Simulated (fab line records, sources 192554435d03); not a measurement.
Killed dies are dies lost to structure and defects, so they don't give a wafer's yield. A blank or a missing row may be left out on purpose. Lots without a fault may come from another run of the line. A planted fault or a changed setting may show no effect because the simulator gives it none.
Split-lot experiment | flow n5_finfet | 7 lots, 21 wafers read, on a route of 1938 steps

THE SPLIT
At N5_BEOL_M14_EXPOSE_07 (exposes mask V13), the setting dose_mj was moved away from the recipe's 57 on 5 of the 21 wafers read, by -4.8% to +5.2%. The other wafers ran this setting at the recipe's value.

FROM THE SPLIT TO THE READING: what the file shows between them, 6 steps
- N5_BEOL_M14_PEB_08: peb time 90 s
- N5_BEOL_M14_DEVELOP_09: develop time 45 s
- N5_BEOL_M14_HARDBAKE_14: time 120 s
- N5_BEOL_M14_CD_MEAS_10: target cd 250 nm
- N5_BEOL_M14_STRIP_71: strips in post etch residue remover, time 60 s
- N5_BEOL_M14_SRD_72: time 30 s, dry time 30 s

THE READING
cd_nm, in nm, at N5_BEOL_M14_CD_MEAS_17 (target cd 250 nm). Fault-free wafers of this fab line usually give 251.1 nm, standard deviation 2 nm.

wafer  | tool, chamber at the split | dose_mj as run | against the recipe | cd_nm, nm | against lot-mates on the recipe
L079.3 | krf_scanner-01, 0          | 57             | recipe             | 249.7     | -
L079.5 | krf_scanner-01, 0          | 57             | recipe             | 251.0     | -
L079.6 | krf_scanner-01, 0          | 57             | recipe             | 248.1     | -
L085.2 | krf_scanner-02, 0          | 57             | recipe             | 251.6     | -
L085.5 | krf_scanner-02, 0          | 54.25          | -4.8%              | 244.2     | -8.1
L085.6 | krf_scanner-02, 0          | 57             | recipe             | 252.9     | -
L084.1 | krf_scanner-01, 0          | 57             | recipe             | 251.6     | -
L084.2 | krf_scanner-01, 0          | 59.86          | +5.0%              | 262.6     | +11.0
L084.6 | krf_scanner-01, 0          | 59.86          | +5.0%              | 262.0     | +10.4
L091.1 | krf_scanner-02, 0          | 57             | recipe             | 248.7     | -
L091.4 | krf_scanner-02, 0          | 57             | recipe             | 248.1     | -
L091.5 | krf_scanner-02, 0          | 57             | recipe             | 249.6     | -
L092.3 | krf_scanner-02, 0          | 59.98          | +5.2%              | 260.0     | +6.4
L092.4 | krf_scanner-02, 0          | 57             | recipe             | 252.2     | -
L092.5 | krf_scanner-02, 0          | 57             | recipe             | 255.1     | -
L096.2 | krf_scanner-01, 0          | 57             | recipe             | 253.3     | -
L096.3 | krf_scanner-01, 0          | 58.4           | +2.5%              | 255.2     | +2.8
L096.4 | krf_scanner-01, 0          | 57             | recipe             | 251.6     | -
L097.1 | krf_scanner-02, 0          | 57             | recipe             | 248.4     | -
L097.2 | krf_scanner-02, 0          | 57             | recipe             | 247.6     | -
L097.4 | krf_scanner-02, 0          | 57             | recipe             | 248.0     | -

THE FIT
A straight line over all 21 wafers: cd_nm changes by +1.93 nm for each +1% of dose_mj; r = +0.89; the points scatter about the line by 2.2 nm.
The same after taking each lot's own level away (the mean of its wafers on the recipe; 21 wafers): +1.74 nm for each +1%; r = +0.95; scatter 1.3 nm.
On that fit, the largest move of dose_mj shifts the reading by 9.1 nm.
The lots' own levels span 248.00 to 253.65 nm, that is 2.8 times the standard deviation above.
So the lot-to-lot level changes the slope: the two fits differ.
Check: with one of the wafers moved furthest among these (+5.2%) left out of the fit, the line predicts +10.1 nm for it against its lot-mates. It came out at +6.35 nm against them.

THE WHOLE CHAIN: every reading that the file lists as answering this split, in the file's order
step                   | what it does     | reading | change (the file's fit)              | r (the file's)
N5_BEOL_M14_CD_MEAS_10 | target cd 250 nm | cd_nm   | +1.8 nm for each +1% of the setting  | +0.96
N5_BEOL_M14_CD_MEAS_17 | target cd 250 nm | cd_nm   | +1.62 nm for each +1% of the setting | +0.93

THE FILE'S OWN FIT
cd_nm changes by +1.62 nm for each +1% of dose_mj, r = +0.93.
